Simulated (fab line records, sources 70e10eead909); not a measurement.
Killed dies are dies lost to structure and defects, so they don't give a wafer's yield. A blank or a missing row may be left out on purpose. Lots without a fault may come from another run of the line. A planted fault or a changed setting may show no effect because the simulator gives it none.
Comparing a struck lot with a sound one ; flow nand harc ; 24 out of 1302 route steps
Sound: the wafers L233.2, L233.5, L233.6. Struck: wafers L238.2, L238.3 (left out: L238.5, a lot-mate that was not struck); the cause follows at the end.
Per side, at each step with rows, come the tool, then ch with its chambers, and then its first start. Under that, the readings that differ: sound wafers ; struck wafers ; difference of the means ; sigmas: that difference in standard deviations of wafers without a fault.
alike: same words and numbers on both sides, and readings whose means sit less than 2 such deviations apart. not compared: any withheld reading, any reading some wafer has no value for, any bound like >300 that may hide the same value, and any number with overlapping values for which the record gives no deviation.
Wherever a step has rows on one side only, a row that says differs or no value, or a row with sigmas, the two part there. Numbers that have no deviation but don't overlap get no sigmas and don't part them. A reading that every wafer of one side lacks parts them only if that side has two wafers or more.

NHARC_P_M1_INSPECT_27:
  sound on defect inspect-02, day 7 23:24; struck on defect inspect-02, day 10 02:45
reading;sound;struck;difference;sigmas
raw defect count;106 282 238;409 496;+244;+2
NHARC_P_M1_PRE_CLEAN_32: time 12 s.
  sound on pecvd-01 ch 0,1,2, day 7 23:28; struck on pecvd-03 ch 1,2, day 10 02:49
  alike: heater power w
  not compared: since wet clean h
NHARC_P_M1_DEP_33: deposits SiCN, target thk 30 nm.
  sound on pecvd-01 ch 0,1,2, day 7 23:33; struck on pecvd-03 ch 1,2, day 10 02:54
  alike: heater power w
  not compared: since wet clean h
then, 8 steps without rows for these wafers: NHARC_P_M2_DEP_00 (deposits SiOC, target thk 182.5 nm); NHARC_P_M2_DEHYDRATE_01 (time 120 s); NHARC_P_M2_HMDS_02 (time 30 s); NHARC_P_M2_COAT_34 (time 65 s); NHARC_P_M2_COAT_03 (resist thk 90 nm); NHARC_P_M2_SOFTBAKE_04 (time 55 s); NHARC_P_M2_EBR_05; NHARC_P_M2_EXPOSE_06 (exposes mask P M2, target cd 170 nm).
NHARC_P_M2_PEB_07: peb time 65 s.
  sound on litho track-06 ch 0, day 8 00:44; struck on litho track-06 ch 0, day 10 04:04
then, 1 step without rows for these wafers: NHARC_P_M2_DEVELOP_08 (develop time 35 s).
NHARC_P_M2_CD_MEAS_09: target cd 170 nm.
  sound on cd sem-02 ch 0, day 8 00:49; struck on cd sem-02 ch 0, day 10 04:09
reading;sound;struck;difference;sigmas
cd nm (nm);169.6 170.0 169.7;171.8 172.1;+2.2;+5
NHARC_P_M2_OVL_MEAS_10: pitch 340 nm.
  sound on overlay-01, day 8 00:54; struck on overlay-02, day 10 04:14
reading;sound;struck;difference;sigmas
overlay x nm (nm);1.3 0.9 1.2;-0.8 -0.6;-1.8;-2
  alike: overlay y nm
NHARC_P_M2_INSPECT_11:
  sound on defect inspect-02, day 8 00:56; struck on defect inspect-02, day 10 04:16
  alike: raw defect count
NHARC_P_M2_DESCUM_14: chemistry O2, time 3 s.
  sound on rie diel-02 ch 0,1,3, day 8 01:01; struck on rie diel-13 ch 0,3, day 10 04:22
reading;sound;struck;difference;sigmas
model.P_M2.cd nm (nm);169.6 170 169.8;171.3 171.1;+1.4;
  alike: drypump motor current A, oes product au, rf vpp V, showerhead plenum p Torr, throttle valve pct
  not compared: rf hours counter h
NHARC_P_M2_ETCH_35: etches the open film in N2/H2, target depth 40 nm, overetch 12 nm, time 43.94 s.
  sound on rie diel-02 ch 1,2,3, day 8 01:06; struck on rie diel-13 ch 0,2, day 10 04:27
  alike: drypump motor current A, oes product au, rf vpp V, showerhead plenum p Torr, throttle valve pct
  not compared: rf hours counter h
NHARC_P_M2_ETCH_15: etches the open film in C4F8/Ar, target depth 182.5 nm, time 91.2 s.
  sound on rie diel-02 ch 2,3; struck on rie diel-13 ch 2,3
  alike: oes product au, rf vpp V
  not compared: rf hours counter h
NHARC_P_M2_CD_MEAS_16:
  sound on cd sem-02, day 8 01:19; struck on cd sem-03, day 10 04:40
  alike: cd nm
NHARC_P_M2_STRIP_18: strips in N2/H2.
  sound on rie diel-02 ch 0,1, day 8 01:23; struck on rie diel-13 ch 1,2, day 10 04:44
  alike: drypump motor current A, oes product au, rf vpp V, showerhead plenum p Torr, throttle valve pct
  not compared: rf hours counter h
NHARC_P_M2_ETCH_28: etches the open film in CF4/N2, target depth 30 nm, time 72.99 s.
  sound on rie diel-02 ch 1,2,3; struck on rie diel-13 ch 1,3
reading;sound;struck;difference;sigmas
model.P_M2.cd nm (nm);169.3 169.9 168.7;171.1 171.2;+1.8;
  alike: drypump motor current A, oes product au, rf vpp V, showerhead plenum p Torr, throttle valve pct
  not compared: rf hours counter h
then, 1 step without rows for these wafers: NHARC_P_M2_STRIP_19 (strips in post etch residue remover, time 600 s).
-- break in the record here, with 18 days between the starts of the struck wafers on either side (left off in module P_M2, picked up again in module END, where the first step shown is number 1302 on the route) --
NHARC_END_SORT_01:
  only the struck wafers appear in the record here, on prober-02 ch 0 at day 27 22:04; the sound ones have no rows

== WHERE THEY PART ==
At NHARC_P_M1_INSPECT_27 first; at NHARC_END_SORT_01 last (within this record only).

WHY: the cause the simulator had injected
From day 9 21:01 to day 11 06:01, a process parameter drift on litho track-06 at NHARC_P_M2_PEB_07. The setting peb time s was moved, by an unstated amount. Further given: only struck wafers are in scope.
